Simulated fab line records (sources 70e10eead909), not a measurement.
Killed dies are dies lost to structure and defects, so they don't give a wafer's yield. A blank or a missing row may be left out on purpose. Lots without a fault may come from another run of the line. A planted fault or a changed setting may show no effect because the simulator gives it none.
Comparing a struck lot with a sound one	flow nand harc	15 out of 1302 route steps
Sound: the wafers L740.1, L740.3, L740.6. The struck wafers were L747.2, L747.3, L747.4. The cause is given at the end.
At each step with rows: each side's tool, then ch and its chambers, then its first start. Under that, the readings that differ: sound wafers	struck wafers	difference of the means	sigmas: that difference in standard deviations of wafers without a fault.
alike: same words and numbers on both sides, and readings whose means sit less than 2 such deviations apart. not compared: any withheld reading, any reading some wafer has no value for, any bound like >300 that may hide the same value, and any number with overlapping values for which the record gives no deviation.
A row with sigmas, a row that says differs or no value, or rows on one side alone: a step with any of these is where the two part. Numbers that have no deviation but don't overlap get no sigmas and don't part them. Lack of a reading on every wafer of one side parts them only where that side has two or more wafers.

first, 7 steps without rows for these wafers: NHARC_A_SLIT_HMDS_02 (time 30 s); NHARC_A_SLIT_COAT_03 (resist thk 90 nm); NHARC_A_SLIT_SOFTBAKE_04 (time 55 s); NHARC_A_SLIT_EBR_05; NHARC_A_SLIT_EXPOSE_06 (exposes mask SLIT); NHARC_A_SLIT_PEB_07 (peb time 65 s); NHARC_A_SLIT_DEVELOP_08 (develop time 35 s).
NHARC_A_SLIT_CD_MEAS_09: the cd target is 300 nm.
  sound on cd sem-02 ch 0, day 19 21:47; struck on cd sem-01 ch 0, day 23 05:10
  alike: cd nm
NHARC_A_SLIT_OVL_MEAS_10:
  sound on overlay-01, day 19 21:52; struck on overlay-02, day 23 05:15
  alike: overlay x nm, overlay y nm
NHARC_A_SLIT_INSPECT_11:
  sound on defect inspect-02, day 19 21:55; struck on defect inspect-01, day 23 05:17
  alike: raw defect count
NHARC_A_SLIT_DESCUM_14: chemistry O2, time 3 s.
  sound on rie diel-08 ch 1,2,3, day 19 21:58; struck on rie diel-08 ch 0,1,2, day 23 05:20
  alike: drypump motor current A, oes product au, rf vpp V, showerhead plenum p Torr, throttle valve pct
  not compared: rf hours counter h
NHARC_A_SLIT_ETCH_24: etches the open film in CF4/CHF3, target depth 121 nm, time 60.5 s.
  sound on rie diel-08 ch 2,3, day 19 22:04; struck on rie diel-08 ch 0,1,2, day 23 05:26
  alike: bias w, cf4 flow sccm, drypump motor current A, oes product au, rf vpp V, showerhead plenum p Torr, throttle valve pct
  not compared: rf hours counter h
NHARC_A_SLIT_ETCH_15: etches the open film in O2/COS, target depth 6200 nm, time 1612 s.
  sound on rie diel-08 ch 1,3, day 19 22:28; struck on rie diel-08 ch 0,1,3, day 23 05:38
  no value came back on the struck wafers for any of 9 readings (bias w (W), chamber pressure mTorr (mTorr) and others); on the sound wafers bias w (W) reads 299.7 299.4 300.5
  not compared: rf hours counter h
NHARC_A_SLIT_ETCH_17: etches the open film in C4F8/O2/Ar, time 4254.5 s, target depth 20300 nm.
  sound on har etch-01 ch 1, day 20 02:56; struck on har etch-02 ch 0,1, day 23 09:16
reading	sound	struck	difference	sigmas
showerhead plenum p Torr (Torr)	3.43 3.43 3.43	3.89 3.89 3.89	+0.46	+2
  alike: c4f8 flow sccm, chamber pressure mTorr, drypump motor current A, oes air line au, throttle valve pct
  not compared: rf hours counter h
-- jump in the record: it breaks off in module A_SLIT and resumes in module END (first step shown: number 1302 of the route), and 5 days separate the struck wafers' starts before and after --
NHARC_END_SORT_01:
  here the record holds rows for the struck wafers (prober-01 ch 0, day 27 23:53) but none for the sound ones

WHERE THEY PART
Earliest at NHARC_A_SLIT_ETCH_15; latest, in this record, at NHARC_END_SORT_01.

WHY: whatever the simulator had introduced
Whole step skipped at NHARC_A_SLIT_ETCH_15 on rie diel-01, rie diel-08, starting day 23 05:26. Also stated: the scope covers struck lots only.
